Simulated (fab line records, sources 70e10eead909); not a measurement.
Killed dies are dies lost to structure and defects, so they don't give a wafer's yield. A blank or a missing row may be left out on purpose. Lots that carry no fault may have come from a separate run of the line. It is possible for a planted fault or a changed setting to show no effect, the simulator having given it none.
Chamber matching + flow nand-harc + NHARC_A_SLIT_DEP_25 on pecvd-02 has 3 sister chambers
The step deposits SiO2, target thk 200 nm. 3 wafers are shown with their chamber, then 7 later ones without.

## WAFERS PAIRED WITH THEIR CHAMBERS
| wafer  | chamber | throttle-valve-pct (%) |
|--------|---------|------------------------|
| L082.4 | 1       | 16.7                   |
| L086.4 | 0       | 16.2                   |
| L088.5 | 2       | 15.6                   |

## WAFERS WHOSE CHAMBER IS MISSING
| wafer  | throttle-valve-pct (%) |
|--------|------------------------|
| L088.6 | 16.7                   |
| L091.1 | 15.7                   |
| L091.3 | 16.9                   |
| L091.4 | 15.7                   |
| L096.2 | 17.3                   |
| L096.5 | 17.3                   |
| L096.6 | 15.8                   |

## EACH ONE'S CHAMBER
| wafer  | from the rows above     | in truth |
|--------|-------------------------|----------|
| L088.6 | can't be placed: 1 or 0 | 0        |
| L091.1 | can't be placed: 2 or 0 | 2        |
| L091.3 | can't be placed: 1 or 0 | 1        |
| L091.4 | can't be placed: 2 or 0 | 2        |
| L096.2 | can't be placed: 1 or 0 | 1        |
| L096.5 | can't be placed: 1 or 0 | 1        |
| L096.6 | can't be placed: 2 or 0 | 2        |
0 of 7 placed correctly. From these rows, 7 cannot be placed; in 7 the true chamber is one of the candidates. Number placed wrongly: 0.
How it was worked out, from the rows above alone: a wafer's distance from a chamber is the root of the sum, over the readings, of the square of ((its reading less the chamber's mean) divided by the reading's scatter). If the next closest chamber is less than 2 further off than the closest, the wafer can't be placed; otherwise it belongs to the closest. A chamber's mean is the mean of its shown wafers. The scatter: with one shown wafer a chamber, the root of the mean of the squares of how far each hidden wafer lies from its nearest shown one.
